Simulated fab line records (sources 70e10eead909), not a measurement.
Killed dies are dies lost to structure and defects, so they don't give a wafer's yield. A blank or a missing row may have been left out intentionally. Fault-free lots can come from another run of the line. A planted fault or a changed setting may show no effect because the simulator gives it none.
Comparing a struck lot with a sound one / flow nand-harc / 27 out of 1159 route steps
Sound: these wafers, L555.1, L555.2, L555.4. Struck: wafer L564.1 (L564.4, L564.6, from the same lot, were not struck and are left out); the cause is given at the end.
At each step with rows: each side's tool, then ch and its chambers, then its first start. Under that, the readings that differ: sound wafers / struck wafers / difference of the means / sigmas: that difference in standard deviations of wafers without a fault.
alike: readings with means less than 2 such deviations apart, plus words and numbers identical on both sides. not compared: withheld readings, readings lacking a value on some wafer, bounds such as >300 that could conceal the same value, and numbers that have no deviation in the record and whose values overlap.
Wherever a step has rows on one side only, a row that says differs or no value, or a row with sigmas, the two part there. Numbers that don't overlap but have no deviation are shown without sigmas and don't part them. Lack of a reading on every wafer of one side parts them only where that side has two or more wafers.

first, 2 steps without rows for these wafers: NHARC_P_M1_DEGAS_29 (time 60 s); NHARC_P_M1_PRE_CLEAN_30 (time 30 s).
NHARC_P_M1_PVD_20: deposits TaN, target thk 5 nm, time 8.06 s.
  sound on pvd-sputter-01; struck on pvd-sputter-02
  alike: substrate-temp-c, throttle-valve-pct
NHARC_P_M1_PVD_21: deposits Cu, target thk 30 nm, time 20.49 s.
  sound on pvd-sputter-01; struck on pvd-sputter-02
  alike: substrate-temp-c, throttle-valve-pct
then, 2 steps without rows for these wafers: NHARC_P_M1_ECD_22 (material Cu, target thk 400 nm); NHARC_P_M1_ANNEAL_31 (time 90 s).
NHARC_P_M1_CMP_23: polishes, t overpolish 20 s, target thk 157.82 nm.
  sound on cmp-03 ch 0,1,3, day 7 06:54; struck on cmp-03 ch 1, day 9 09:05
  alike: motor-current-A, time-to-endpoint-s
NHARC_P_M1_THK_MEAS_24: measures by xrf.
  sound on film-metro-01 at day 7 07:11; struck on film-metro-02 at day 9 09:25
  alike: thk-nm
next, for these wafers, 1 step has no rows: NHARC_P_M1_SRD_25.
NHARC_P_M1_INSPECT_27:
  sound on defect-inspect-01 at day 7 07:21; struck on defect-inspect-01 at day 9 09:34
  alike: raw-defect-count
NHARC_P_M1_PRE_CLEAN_32: time 12 s.
  sound on pecvd-03 ch 1,2, day 7 07:26; struck on pecvd-03 ch 2, day 9 09:49
  alike: heater-power-w, rf-fwd-power-W
NHARC_P_M1_DEP_33: deposits SiCN, target thk 30 nm.
  sound on pecvd-03 ch 1,2, day 7 07:32; struck on pecvd-03 ch 2, day 9 09:55
  alike: heater-power-w, rf-fwd-power-W
then, 10 steps without rows for these wafers: NHARC_P_M2_DEP_00 (deposits SiOC, target thk 182.5 nm); NHARC_P_M2_DEHYDRATE_01 (time 120 s); NHARC_P_M2_HMDS_02 (time 30 s); NHARC_P_M2_COAT_34 (time 65 s); NHARC_P_M2_COAT_03 (resist thk 90 nm); NHARC_P_M2_SOFTBAKE_04 (time 55 s); NHARC_P_M2_EBR_05; NHARC_P_M2_EXPOSE_06 (exposes mask P M2, target cd 170 nm); NHARC_P_M2_PEB_07 (peb time 65 s); NHARC_P_M2_DEVELOP_08 (develop time 35 s).
NHARC_P_M2_CD_MEAS_09: the cd target is 170 nm.
  sound on cd-sem-03 ch 0, day 7 08:37; struck on cd-sem-03 ch 0, day 9 11:37
  alike: cd-nm
NHARC_P_M2_OVL_MEAS_10: pitch 340 nm.
  sound on overlay-02 at day 7 08:43; struck on overlay-01 at day 9 11:42
reading=overlay-y-nm (nm); sound=-1.1 -1.8 -1.6; struck=0.3; difference=+1.8; sigmas=+2
  alike: overlay-x-nm
NHARC_P_M2_INSPECT_11:
  sound on defect-inspect-01 at day 7 08:44; struck on defect-inspect-02 at day 9 11:44
reading=raw-defect-count; sound=0 1 1; struck=616; difference=+615; sigmas=+99 or more
NHARC_P_M2_DESCUM_14: chemistry O2, time 3 s.
  sound on rie-diel-07 ch 0,2,3, day 7 08:48; struck on rie-diel-07 ch 2, day 9 11:47
reading=rf-hours-counter-h (h); sound=3 3 3; struck=5; difference=+2; sigmas=
reading=rf-vpp-V (V); sound=58.7 57.8 57.2; struck=60.5; difference=+2.6; sigmas=+3
  alike: drypump-motor-current-A, oes-product-au, showerhead-plenum-p-Torr, throttle-valve-pct
-- break in the record here, with 13 days between the starts of the struck wafers on either side (left off in module P_M2, picked up again in module END, where the first step shown is number 1159 on the route) --
NHARC_END_SORT_01:
  sound on prober-01 ch 0, day 20 09:35; struck on prober-02 ch 0, day 22 13:08
reading=defect-limited-yield (%); sound=97.8 98.4 98.1; struck=84.2; difference=-13.9; sigmas=-12
reading=killed-at-periphery; sound=2 2 2; struck=95; difference=+93; sigmas=+40
reading=killed-dies; sound=15 11 13; struck=107; difference=+94; sigmas=+12
reading=sort_bin_2_pct (%); sound=0.7 0.4 0.9; struck=7.7; difference=+7.0; sigmas=+13
reading=sort_bin_3_pct (%); sound=0 0.15 0; struck=3.84; difference=+3.79; sigmas=+19
reading=sort_bin_4_pct (%); sound=1.5 1.0 1.0; struck=4.3; difference=+3.1; sigmas=+4
reading=sort-n-pass; sound=662 666 664; struck=570; difference=-94; sigmas=-12
reading=sort-yield-pct (%); sound=97.8 98.4 98.1; struck=84.2; difference=-13.9; sigmas=-12
  alike: killed-at-array, killed-at-other, killed-open, killed-short, sort-rim-yield-pct

## WHERE THEY PART
Last at NHARC_END_SORT_01 as far as this record goes, first at NHARC_P_M2_OVL_MEAS_10.

WHY: what had been put in by the simulator
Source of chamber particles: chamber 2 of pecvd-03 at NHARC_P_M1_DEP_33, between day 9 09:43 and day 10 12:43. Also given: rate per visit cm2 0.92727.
